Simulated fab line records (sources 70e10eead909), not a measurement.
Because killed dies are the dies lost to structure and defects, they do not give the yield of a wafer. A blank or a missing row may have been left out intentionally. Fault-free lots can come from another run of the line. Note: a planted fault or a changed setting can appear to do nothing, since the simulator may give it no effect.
Comparing a struck lot with a sound one ; flow nand-harc ; 14 out of 1159 route steps
Sound: wafers L360.1, L360.2, L360.4. Struck: wafers L349.1, L349.3, L349.5. The cause comes at the end.
At each step with rows: each side's tool, then ch and its chambers, then its first start. Under that, the readings that differ: sound wafers ; struck wafers ; difference of the means ; sigmas: that difference in standard deviations of wafers without a fault.
alike: same words and numbers on both sides, and readings whose means sit less than 2 such deviations apart. not compared: any withheld reading, any reading some wafer has no value for, any bound like >300 that may hide the same value, and any number with overlapping values for which the record gives no deviation.
The two part at a step that has a row with sigmas, a row that says differs or no value, or rows on one side only. Numbers that don't overlap but have no deviation are shown without sigmas and don't part them. A reading that every wafer of one side lacks parts them only if that side has two wafers or more.

first, 4 steps without rows for these wafers: NHARC_P_GATE_EBR_07; NHARC_P_GATE_EXPOSE_08 (exposes mask P HV); NHARC_P_GATE_PEB_09 (peb time 85 s); NHARC_P_GATE_DEVELOP_10 (time 70 s).
NHARC_P_GATE_CD_MEAS_11 targets a cd of 1640 nm.
  sound on cd-sem-03 ch 0, day 9 03:38; struck on cd-sem-03 ch 0, day 6 09:11
  alike: cd-nm
then, 1 step without rows for these wafers: NHARC_P_GATE_HARDBAKE_12 (time 80 s).
NHARC_P_GATE_DESCUM_13: chemistry O2, time 3 s.
  sound on rie-diel-09 ch 1,2,3, day 9 03:48; struck on rie-diel-03 ch 0,1,2, day 6 09:22
  alike: drypump-motor-current-A, oes-product-au, rf-vpp-V, showerhead-plenum-p-Torr, throttle-valve-pct
  not compared: rf-hours-counter-h
then, 5 steps without rows for these wafers: NHARC_P_GATE_ETCH_14 (etches SiO2 in dHF, target depth 48.8 nm); NHARC_P_GATE_STRIP_15 (strips in SPM, time 780 s); NHARC_P_GATE_PRECLEAN_71 (cleans in SC1); NHARC_P_GATE_SRD_72; NHARC_P_GATE_OXIDE_16 (material SiO2, target thk 3 nm, ox time 392 s).
NHARC_P_GATE_CVD_17: deposits poly-Si, target thk 150 nm, time 900 s.
  sound on lpcvd-poly-03 ch 0, day 9 13:32; struck on lpcvd-poly-03 ch 0, day 6 21:31
  alike: zone-power-bottom-pct
NHARC_P_GATE_HM_DEP_102: deposits aC, target thk 120 nm.
  sound on acl-dep-01 ch 0, day 9 16:07; struck on acl-dep-03 ch 0, day 7 01:28
  alike: throttle-valve-pct

WHERE THEY PART
Nowhere in this record.

WHY: the cause the simulator had injected
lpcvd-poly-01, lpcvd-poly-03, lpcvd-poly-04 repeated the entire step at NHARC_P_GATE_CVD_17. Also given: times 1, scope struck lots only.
